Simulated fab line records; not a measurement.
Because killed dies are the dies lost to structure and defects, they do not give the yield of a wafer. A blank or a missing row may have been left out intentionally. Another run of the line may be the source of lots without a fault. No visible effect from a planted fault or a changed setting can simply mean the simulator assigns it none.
fab line records	flow nandHarc
record: lots: 5	wafers: 15	lastDay: 25
route steps=1159 shown A_M0@1023 A_M1@1026 END@1159
lots untouched by any fault: they come from a run of this same line in which no faults occurred
startH: hours from the record's opening day to when the first of the lot's shown wafers began	waitH: time in hours since the lot's previous step	" repeats the value in the row above	L1.1+2: one row covering several wafers at once	- either no value or no given start	* or withheld: withheld	< > ~ a bound
route shown NAME@n: a module of which the file shows steps, and the number in the route of the first	usual: the fault-free wafers' mean and standard deviation	same: alike in all rows	chamber/n: place in a boat	sites: the reading at each site	_std_site: how widely they spread, as a standard deviation	_edge_site: mean of outer sites minus mean of inner sites	radiusMm: for every site, how far away it sits from the centre of the wafer	mask NAME#n: copy n	behind: the most recent tool/chamber to have shaped the wafer	hold: the reason the lot was held/the length of the hold in hours/how it ended	device: the transistor (n, p or np) that didn't switch	end of line: the route-end tests of the same wafers	step lacking rows: just its recipe	killed: at the first sort, the dies lost to defects and structure; wafer yield is something else	map: dies across one wafer; x = killed, . = not, _ = none there
set.NAME: the setting that was run; set.NAME@STEP: the one run at that earlier step	model.NAME: the simulator's own value behind a step, which no gauge read
a table for each step, a row for each wafer; lots at some steps of the route
services: from which hour (startH, from the record's first day; less than 0 if before it) a tool's chamber was out of use, for how many hours, and why
== steps ==
step: NHARC_A_M0_INSPECT_27
usual: rawDefectCount: 428/94
lot.wafer	tool	chamber	startH	waitH	rawDefectCount
L885.1	defectInspect-02	-	405.50	0.0	351
L885.5	"	-	"	"	362
L885.6	"	-	"	"	491
L891.2	defectInspect-02	-	437.58	0.0	467
L891.4	"	-	"	"	494
L891.5	"	-	"	"	485
L902.2	defectInspect-02	-	518.59	0.0	310
L902.5	"	-	"	"	313
L902.6	"	-	"	"	306
L905.1	defectInspect-02	-	523.54	0.0	475
L905.2	"	-	"	"	438
L905.3	"	-	"	"	311
L908.3	defectInspect-02	-	546.07	0.0	579
L908.5	"	-	"	"	554
L908.6	"	-	"	"	611
step: NHARC_A_M0_PRE_CLEAN_31
recipe: timeS: 12	tempC: 370	rfPowerW: 300	gas: NH3
usual: heaterPowerW: 641/69
lot.wafer	tool	chamber	startH	waitH	heaterPowerW
L885.1	pecvd-01	2	405.57	0.1	645
L885.5	"	0	"	"	654
L885.6	"	1	"	"	564
L891.2	pecvd-03	2	437.66	0.1	660
L891.4	"	2	"	"	661
L891.5	"	0	"	"	721
L902.2	pecvd-01	2	520.31	1.7	676
L902.5	"	2	"	"	663
L902.6	"	0	"	"	697
L905.2	pecvd-03	2	523.60	0.1	672
L905.1	"	0	"	"	621
L905.3	"	1	"	"	542
L908.3	pecvd-02	0	546.15	0.1	771
L908.6	"	0	"	"	774
L908.5	"	1	"	"	759
step: NHARC_A_M0_DEP_32
recipe: targetThkA: 300	tempC: 370	targetThkNm: 30	pressureTorr: 3	flowSccm: 200	rfW: 450	material: SiCN
usual: heaterPowerW: 594/71
lot.wafer	tool	chamber	startH	waitH	heaterPowerW
L885.1	pecvd-01	2	405.65	0.1	582
L885.5	"	0	"	"	616
L885.6	"	1	"	"	490
L891.2	pecvd-03	2	437.77	0.1	584
L891.4	"	2	"	"	576
L891.5	"	0	"	"	609
L902.2	pecvd-01	2	520.39	0.1	637
L902.5	"	2	"	"	631
L902.6	"	0	"	"	614
L905.2	pecvd-03	2	523.68	0.1	589
L905.1	"	0	"	"	593
L905.3	"	1	"	"	529
L908.3	pecvd-02	0	546.26	0.1	610
L908.6	"	0	"	"	581
L908.5	"	1	"	"	709
step: NHARC_A_M1_DEP_00
recipe: targetThkA: 1825	targetThkNm: 182.5	tempC: withheld	pressureTorr: 5	flowSccm: 200	rfW: 600	material: SiOC
step: NHARC_A_M1_DEHYDRATE_01
recipe: tempC: 150	timeS: 120
step: NHARC_A_M1_HMDS_02
recipe: timeS: 30
step: NHARC_A_M1_COAT_34
recipe: tempC: 200	timeS: 65
step: NHARC_A_M1_COAT_03
recipe: spinRpm: 1500	resistThkNm: 90
step: NHARC_A_M1_SOFTBAKE_04
recipe: tempC: 105	timeS: 55
step: NHARC_A_M1_EBR_05
step: NHARC_A_M1_EXPOSE_06
recipe: na: 1.35	targetCdNm: 120	doseMj: 75.13	maskId: A_M1
step: NHARC_A_M1_PEB_07
recipe: pebTempC: 100	pebTimeS: 65
lot.wafer	tool	chamber	startH	waitH
L885.1+5+6	lithoTrack-06	0	406.81	0.1
L891.2+4+5	lithoTrack-06	0	438.91	0.1
L902.2+5+6	lithoTrack-01	0	521.45	0.1
L905.1+2+3	lithoTrack-06	0	524.82	0.1
L908.3+5+6	lithoTrack-04	0	547.29	0.0
step: NHARC_A_M1_DEVELOP_08
recipe: developTimeS: 35	devTempC: 23
step: NHARC_A_M1_CD_MEAS_09
recipe: targetCdNm: 120	landingEnergyEv: 500
usual: cdNm: 120.1/0.65
lot.wafer	tool	chamber	startH	waitH	cdNm
L885.1	cdSem-01	0	406.88	-	119.4
L885.5	"	0	"	"	120.4
L885.6	"	0	"	"	119.1
L891.2	cdSem-02	0	439.00	-	119.9
L891.4	"	0	"	"	119.2
L891.5	"	0	"	"	119.9
L902.2	cdSem-01	0	521.53	-	123.5
L902.5	"	0	"	"	121.5
L902.6	"	0	"	"	121.9
L905.1	cdSem-01	0	524.90	-	119.1
L905.2	"	0	"	"	119.8
L905.3	"	0	"	"	119.2
L908.3	cdSem-02	0	547.38	-	121.5
L908.5	"	0	"	"	121.1
L908.6	"	0	"	"	119.9
step: NHARC_A_M1_OVL_MEAS_10
recipe: pitchNm: 240
usual: overlayXNm: -0.1/0.76	overlayYNm: -0.2/0.64
lot.wafer	tool	chamber	startH	waitH	overlayXNm	overlayYNm
L885.1	overlay-01	-	406.97	-	0.1	-0.9
L885.5	"	-	"	"	-0.2	-1.6
L885.6	"	-	"	"	0.2	-0.9
L891.2	overlay-02	-	439.08	-	0.4	0.5
L891.4	"	-	"	"	0.2	0.5
L891.5	"	-	"	"	-0.3	0.7
L902.2	overlay-02	-	521.62	-	1.5	-1.0
L902.5	"	-	"	"	1.5	-0.3
L902.6	"	-	"	"	1.2	-0.3
L905.1	overlay-01	-	524.99	-	-0.4	0.3
L905.2	"	-	"	"	-0.8	0.3
L905.3	"	-	"	"	-1.1	-0.3
L908.3	overlay-02	-	547.46	-	0.5	0.5
L908.5	"	-	"	"	0.4	0.0
L908.6	"	-	"	"	0.3	0.7
step: NHARC_A_M1_INSPECT_11
usual: rawDefectCount: 32/14
lot.wafer	tool	chamber	startH	waitH	rawDefectCount
L885.1	defectInspect-02	-	407.01	0.0	19
L885.5	"	-	"	"	16
L885.6	"	-	"	"	15
L891.2	defectInspect-02	-	439.12	0.0	43
L891.4	"	-	"	"	21
L891.5	"	-	"	"	31
L902.2	defectInspect-02	-	521.65	0.0	16
L902.5	"	-	"	"	16
L902.6	"	-	"	"	21
L905.1	defectInspect-02	-	525.02	0.0	49
L905.2	"	-	"	"	46
L905.3	"	-	"	"	36
L908.3	defectInspect-02	-	547.50	0.0	55
L908.5	"	-	"	"	47
L908.6	"	-	"	"	54
step: NHARC_A_M1_DESCUM_14
recipe: timeS: 3	o2FlowSccm: 200	arFlowSccm: 0	biasPowerW: 0	chemistry: O2
usual: drypumpMotorCurrentA: 5.6/0.5	oesProductAu: 1.002/0.0092	rfVppV: 57.9/0.94	showerheadPlenumPTorr: 1.91/0.092	throttleValvePct: 11.311/0.0087
lot.wafer	tool	chamber	startH	waitH	drypumpMotorCurrentA	oesProductAu	rfHoursCounterH	rfVppV	showerheadPlenumPTorr	throttleValvePct	model.A_M1.cdNm
L885.1	rieDiel-04	0	407.08	0.1	5.3	0.996	5.9	58.2	2.05	11.308	120.2
L885.5	"	3	"	"	5.5	0.989	-	56.4	1.87	11.308	121
L885.6	"	0	"	"	5.3	0.996	-	57.7	2.05	11.292	120.1
L891.2	rieDiel-10	0	439.18	0.1	4.9	0.996	1.7	56.6	1.82	11.306	119
L891.4	"	3	"	"	6.4	0.991	1.7	54.6	1.93	11.316	119.4
L891.5	"	1	"	"	5.0	1.006	-	59.7	2.05	11.306	119.4
L902.2	rieDiel-04	3	521.74	0.1	5.4	1.015	2.6	59.3	1.87	11.301	122.9
L902.5	"	1	"	"	6.0	1.022	-	56.7	1.84	11.300	120.9
L902.6	"	2	"	"	5.8	0.997	-	56.4	1.84	11.316	121.4
L905.3	rieDiel-04	2	525.08	0.1	5.8	0.996	1.9	58.4	1.84	11.313	119.2
L905.2	"	3	"	"	5.5	1.011	2.7	59.1	1.87	11.304	119.7
L905.1	"	0	"	"	5.3	0.995	2.1	59.3	2.05	11.315	118.6
L908.3	rieDiel-06	0	547.57	0.1	5.8	1.014	8.0	58.7	1.88	11.323	120.5
L908.5	"	2	"	"	5.8	0.983	-	58.2	1.81	11.309	121
L908.6	"	3	"	"	4.7	0.999	-	58.4	1.98	11.321	120.7
step: NHARC_A_M1_ETCH_35
recipe: targetDepthA: 400	overetchA: 120	timeS: 43.94	ionEnergyEv: 200	n2FlowSccm: 150	h2FlowSccm: 150	arFlowSccm: 0	rfW: 400	biasW: 150	chemistry: N2/H2
usual: drypumpMotorCurrentA: 5.6/0.5	oesProductAu: 1.002/0.01	rfVppV: 430.3/2.9	showerheadPlenumPTorr: 2.03/0.1	throttleValvePct: 14.170/0.0088
lot.wafer	tool	chamber	startH	waitH	drypumpMotorCurrentA	oesProductAu	rfHoursCounterH	rfVppV	showerheadPlenumPTorr	throttleValvePct
L885.1	rieDiel-04	2	407.17	0.1	5.8	0.995	6.4	429.8	1.96	14.173
L885.6	"	0	"	"	5.3	0.989	-	435.3	2.19	14.163
L885.5	"	1	"	"	6.0	1.001	-	428.0	1.96	14.174
L891.4	rieDiel-10	0	439.28	0.1	4.9	1.000	1.7	425.9	1.94	14.180
L891.2	"	1	"	"	5.0	0.999	1.7	434.0	2.19	14.164
L891.5	"	3	"	"	6.4	0.998	-	430.0	2.06	14.178
L902.2	rieDiel-04	2	521.83	0.1	5.8	0.993	1.8	428.8	1.96	14.165
L902.6	"	3	"	"	5.4	1.009	-	429.4	1.99	14.178
L902.5	"	1	"	"	6.0	1.028	-	427.9	1.96	14.182
L905.1	rieDiel-04	2	525.17	0.1	5.8	0.997	1.9	428.4	1.96	14.161
L905.3	"	3	"	"	5.5	1.012	2.7	429.6	1.99	14.171
L905.2	"	0	"	"	5.3	0.995	2.1	437.2	2.19	14.154
L908.3	rieDiel-06	1	547.65	0.1	6.3	1.007	8.4	427.7	1.90	14.166
L908.5	"	3	"	"	4.7	0.981	-	433.2	2.12	14.177
L908.6	"	0	"	"	5.8	1.024	-	429.5	2.00	14.180
step: NHARC_A_M1_ETCH_15
recipe: targetDepthA: 1825	timeS: 91.2	c4f8FlowSccm: withheld	arFlowSccm: 400	rfW: 600	biasW: 300	chemistry: C4F8/Ar
usual: oesProductAu: 0.958/0.021	rfVppV: 440.4/2.8
lot.wafer	tool	chamber	startH	waitH	oesProductAu	rfHoursCounterH	rfVppV
L885.1	rieDiel-04	0	-	-	0.961	5.9	445.1
L885.6	"	3	"	"	0.960	-	438.9
L885.5	"	0	"	"	0.964	-	445.6
L891.2	rieDiel-10	0	-	-	0.928	1.8	439.1
L891.4	"	1	"	"	0.926	1.7	444.8
L891.5	"	0	"	"	0.921	-	437.2
L902.2	rieDiel-04	1	-	-	0.979	2.6	438.6
L902.5	"	1	"	"	0.977	-	437.2
L902.6	"	2	"	"	0.966	-	436.9
L905.1	rieDiel-04	0	-	-	0.921	2.1	445.0
L905.3	"	1	"	"	0.939	2.6	439.9
L905.2	"	2	"	"	0.923	1.9	438.5
L908.3	rieDiel-06	2	-	-	0.951	8.0	438.1
L908.5	"	3	"	"	0.955	-	443.1
L908.6	"	0	"	"	0.988	-	439.7
step: NHARC_A_M1_CD_MEAS_16
usual: cdNm: 119.8/0.91
lot.wafer	tool	chamber	startH	waitH	cdNm
L885.1	cdSem-02	-	407.38	-	120.6
L885.5	"	-	"	"	120.7
L885.6	"	-	"	"	120.1
L891.2	cdSem-02	-	439.49	-	118.2
L891.4	"	-	"	"	118.9
L891.5	"	-	"	"	118.5
L902.2	cdSem-03	-	522.06	-	122.9
L902.5	"	-	"	"	120.8
L902.6	"	-	"	"	121.6
L905.1	cdSem-02	-	525.39	-	118.7
L905.2	"	-	"	"	119.7
L905.3	"	-	"	"	119.9
L908.3	cdSem-02	-	547.87	-	120.5
L908.5	"	-	"	"	121.2
L908.6	"	-	"	"	120.8
step: NHARC_A_M1_STRIP_18
recipe: powerW: 1000	n2FlowSccm: 150	h2FlowSccm: 150	arFlowSccm: 0	biasW: 0	chemistry: N2/H2
usual: drypumpMotorCurrentA: 5.6/0.51	oesProductAu: 1.000/0.0099	rfVppV: 90.6/0.94	showerheadPlenumPTorr: 2.03/0.1	throttleValvePct: 14.171/0.0085
lot.wafer	tool	chamber	startH	waitH	drypumpMotorCurrentA	oesProductAu	rfHoursCounterH	rfVppV	showerheadPlenumPTorr	throttleValvePct
L885.1	rieDiel-06	3	407.52	0.1	4.7	0.980	13.2	91.6	2.12	14.167
L885.6	"	1	"	"	6.2	0.991	-	89.8	1.90	14.178
L885.5	"	2	"	"	5.8	0.995	-	89.6	1.93	14.183
L891.4	rieDiel-06	2	439.58	0.1	5.8	0.985	0.4	89.9	1.93	14.176
L891.2	"	0	"	"	5.8	1.007	0.6	91.7	2.01	14.177
L891.5	"	2	"	"	5.8	0.993	-	91.1	1.93	14.171
L902.2	rieDiel-10	3	522.14	0.1	6.4	1.002	3.9	91.3	2.06	14.164
L902.5	"	3	"	"	6.4	0.998	-	91.5	2.06	14.153
L902.6	"	0	"	"	4.9	1.010	-	90.3	1.94	14.173
L905.2	rieDiel-06	2	525.46	0.1	5.8	0.995	6.3	89.3	1.93	14.172
L905.3	"	3	"	"	4.7	0.988	5.8	91.4	2.12	14.181
L905.1	"	1	"	"	6.3	0.995	6.8	90.7	1.90	14.179
L908.3	rieDiel-10	0	547.93	0.1	4.9	0.994	0.2	91.1	1.94	14.179
L908.5	"	0	"	"	4.9	0.991	-	90.0	1.94	14.161
L908.6	"	1	"	"	5.0	1.007	-	91.1	2.18	14.159
step: NHARC_A_M1_ETCH_28
recipe: targetDepthA: 300	overEtchFrac: 0.3	timeS: 72.99	ionEnergyEv: 150	cf4FlowSccm: 50	n2FlowSccm: 100	arFlowSccm: 150	rfW: 300	biasW: 100	chemistry: CF4/N2
usual: drypumpMotorCurrentA: 5.6/0.5	oesProductAu: 1.002/0.0099	rfVppV: 314.1/2.1	showerheadPlenumPTorr: 2.62/0.12	throttleValvePct: 19.795/0.0093
lot.wafer	tool	chamber	startH	waitH	drypumpMotorCurrentA	oesProductAu	rfHoursCounterH	rfVppV	showerheadPlenumPTorr	throttleValvePct	model.A_M1.cdNm
L885.1	rieDiel-06	1	-	-	6.2	1.002	11.1	310.9	2.46	19.796	120.4
L885.5	"	1	"	"	6.2	0.987	-	311.4	2.46	19.798	120
L885.6	"	3	"	"	4.7	0.990	-	316.3	2.72	19.785	120.3
L891.4	rieDiel-06	1	-	-	6.2	1.004	0.7	312.5	2.46	19.804	118.5
L891.2	"	0	"	"	5.8	1.002	0.6	313.1	2.59	19.804	118.8
L891.5	"	2	"	"	5.8	0.990	-	311.8	2.49	19.777	118.2
L902.2	rieDiel-10	2	-	-	5.8	0.984	3.9	315.8	2.78	19.805	122.2
L902.5	"	0	"	"	4.9	1.013	-	312.9	2.51	19.796	119.9
L902.6	"	1	"	"	5.0	1.005	-	316.0	2.80	19.800	122.1
L905.2	rieDiel-06	0	-	-	5.8	1.016	6.7	313.3	2.59	19.784	119.1
L905.1	"	1	"	"	6.3	1.004	6.9	311.6	2.46	19.789	118.8
L905.3	"	2	"	"	5.8	0.997	6.3	312.2	2.49	19.779	119.1
L908.3	rieDiel-10	2	-	-	5.8	1.005	0.2	317.5	2.78	19.803	120.8
L908.6	"	1	"	"	5.0	1.009	-	316.6	2.80	19.800	120.2
L908.5	"	2	"	"	5.8	1.000	-	315.4	2.78	19.810	120.8
step: NHARC_A_M1_STRIP_19
recipe: timeS: 600	tempC: 30	chemistry: postEtchResidueRemover
step: NHARC_END_SORT_01
recipe: tempC: 25
usual: defectLimitedYield: 95.2/1.6	killedAtArray: 29/10	killedAtOther: 0.7/1.1	killedAtPeriphery: 3.2/2.2	killedDies: 33/11	killedOpen: 3.5/1.8	killedShort: 2.0/1.4	sort_bin_2_pct: 1.5/0.61	sort_bin_3_pct: 0.29/0.22	sort_bin_4_pct: 3.1/1.1	sortNPass: 644/11	sortRimYieldPct: 95/3.3	sortYieldPct: 95.2/1.6
same: grossDies: 677	sort_bin_5_pct[%]: 0	sort_bin_6_pct[%]: 0	sort_bin_7_pct[%]: 0	sort_bin_8_pct[%]: 0	sortRimNGross: 106.00
lot.wafer	tool	chamber	startH	waitH	defectLimitedYield[%]	killedAtArray	killedAtOther	killedAtPeriphery	killedDies	killedOpen	killedShort	sort_bin_2_pct[%]	sort_bin_3_pct[%]	sort_bin_4_pct[%]	sortNPass	sortRimYieldPct[%]	sortYieldPct[%]
L902.2	prober-01	0	559.51	2.9	95.7	22	3	4	29	5	5	1.6	0.30	2.4	648	94	95.7
L902.5	prober-01	0	561.93	3.7	97.5	12	0	5	17	2	3	0.6	0.30	1.6	660	97	97.5
L902.6	prober-01	0	562.74	4.0	96.0	22	1	4	27	4	1	0.9	0.44	2.7	650	95	96.0
L908.3	prober-02	0	586.12	3.1	92.3	49	3	0	52	3	2	2.5	0.30	4.9	625	100	92.3
L908.5	prober-02	0	587.71	3.7	93.1	41	5	1	47	3	3	1.8	0.30	4.9	630	89	93.1
L908.6	prober-02	0	588.51	4.0	91.6	50	4	3	57	5	2	2.8	0.15	5.5	620	93	91.6
killed by level:class
L902.2 A_CHANNEL_HOLE_D1:chamberFilmFlake=7 A_CONTACT:chamberFilmFlake=6 THIN_TSV:chamberFilmFlake=3 A_SOURCE_PLATE:geometricParticle:open=2 P_ZERO_WELL:chamberFilmFlake=2 P_CONTACT:geometricParticle:short=1 P_CONTACT:geometricParticle:open=1 A_SOURCE_PLATE:geometricParticle:short=1
L902.5 A_CHANNEL_HOLE_D1:chamberFilmFlake=5 P_ZERO_WELL:chamberFilmFlake=3 A_CONTACT:chamberFilmFlake=3 P_BONDPAD:geometricParticle:open=1 A_SOURCE_PLATE:geometricParticle:short=1 A_SGD_CUT:geometricParticle:short=1 A_CONTACT:geometricParticle:open=1 A_CONTACT:geometricParticle:short=1
L902.6 A_CHANNEL_HOLE_D1:chamberFilmFlake=11 A_CONTACT:chamberFilmFlake=8 A_SOURCE_PLATE:geometricParticle:open=2 P_STI:geometricParticle:open=1 P_GATE:geometricParticle:short=1 P_M0:geometricParticle:open=1 P_ZERO_WELL:chamberFilmFlake=1 A_STAIRCASE:chamberFilmFlake=1
L908.3 A_SLIT:chamberFilmFlake=18 A_CHANNEL_HOLE_D1:chamberFilmFlake=10 A_CONTACT:chamberFilmFlake=5 A_BONDPAD:chamberFilmFlake=4 A_STAIRCASE:chamberFilmFlake=3 A_WL_FILL:chamberFilmFlake=2 THIN_TSV:chamberFilmFlake=2 A_SOURCE_PLATE:geometricParticle:short=1
L908.5 A_CHANNEL_HOLE_D1:chamberFilmFlake=13 A_SLIT:chamberFilmFlake=13 A_CONTACT:chamberFilmFlake=5 THIN_TSV:chamberFilmFlake=5 A_BONDPAD:chamberFilmFlake=3 P_M2:geometricParticle:open=1 A_ONON_D1:geometricParticle:short=1 A_WL_FILL:geometricParticle:short=1
L908.6 A_SLIT:chamberFilmFlake=24 A_CHANNEL_HOLE_D1:chamberFilmFlake=6 A_CONTACT:chamberFilmFlake=6 A_BONDPAD:chamberFilmFlake=4 THIN_TSV:chamberFilmFlake=4 A_CONTACT:geometricParticle:open=3 A_ZERO_WELL:chamberFilmFlake=2 A_STAIRCASE:chamberFilmFlake=2
== services ==
tool	chamber	startH	hours	kind
rieDiel-06	0	395.45	15.0	repair
rieDiel-04	0	395.90	-	clean
rieDiel-04	1	395.90	-	clean
rieDiel-04	2	395.90	-	clean
rieDiel-04	3	395.90	-	clean
rieDiel-06	1	397.21	-	clean
rieDiel-06	2	397.21	-	clean
rieDiel-06	3	397.21	-	clean
rieDiel-06	-	418.21	9.0	pm
pecvd-01	-	418.40	13.0	pm
lithoTrack-01	-	443.00	7.0	pm
rieDiel-04	-	465.90	9.0	pm
lithoTrack-06	-	467.00	7.0	pm
pecvd-03	-	473.23	13.0	pm
rieDiel-06	3	477.56	6.1	repair
pecvd-02	0	486.94	3.9	repair
lithoTrack-04	-	491.00	7.0	pm
rieDiel-04	2	493.21	5.8	repair
pecvd-02	-	515.20	13.0	pm
rieDiel-04	0	515.87	7.0	repair
rieDiel-10	-	530.78	9.0	pm
rieDiel-04	0	538.07	4.8	repair
rieDiel-04	2	539.08	13.7	repair
pecvd-03	1	546.09	33.8	repair
== key ==
firstSign: step: NHARC_A_M1_CD_MEAS_09	reading: cdNm	direction: up	sigmas: 3.4	usual: 120.1	struck: 122.3
effect: step: NHARC_A_M1_CD_MEAS_16	reading: cdNm	direction: up	sigmas: 2.2	usual: 119.8	struck: 121.8
modelEffect: step: NHARC_A_M1_DESCUM_14	value: A_M1.cdNm	without: 120	struck: 121.7
modelEffect: step: NHARC_A_M1_ETCH_28	value: A_M1.cdNm	without: 119.6	struck: 121.4
metAt NHARC_A_M1_PEB_07
struckWafers L902.2,L902.5,L902.6
alsoFits NHARC_A_M0_PRE_CLEAN_31:pecvd-01,NHARC_A_M0_DEP_32:pecvd-01
fault: kind: processParameterDrift	tool: lithoTrack-01	chamber: -	onsetH: 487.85	steps: NHARC_A_M1_PEB_07	channel: pebTimeS	offset: *	shape: step	endH: 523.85	actsIn: *	stated: *
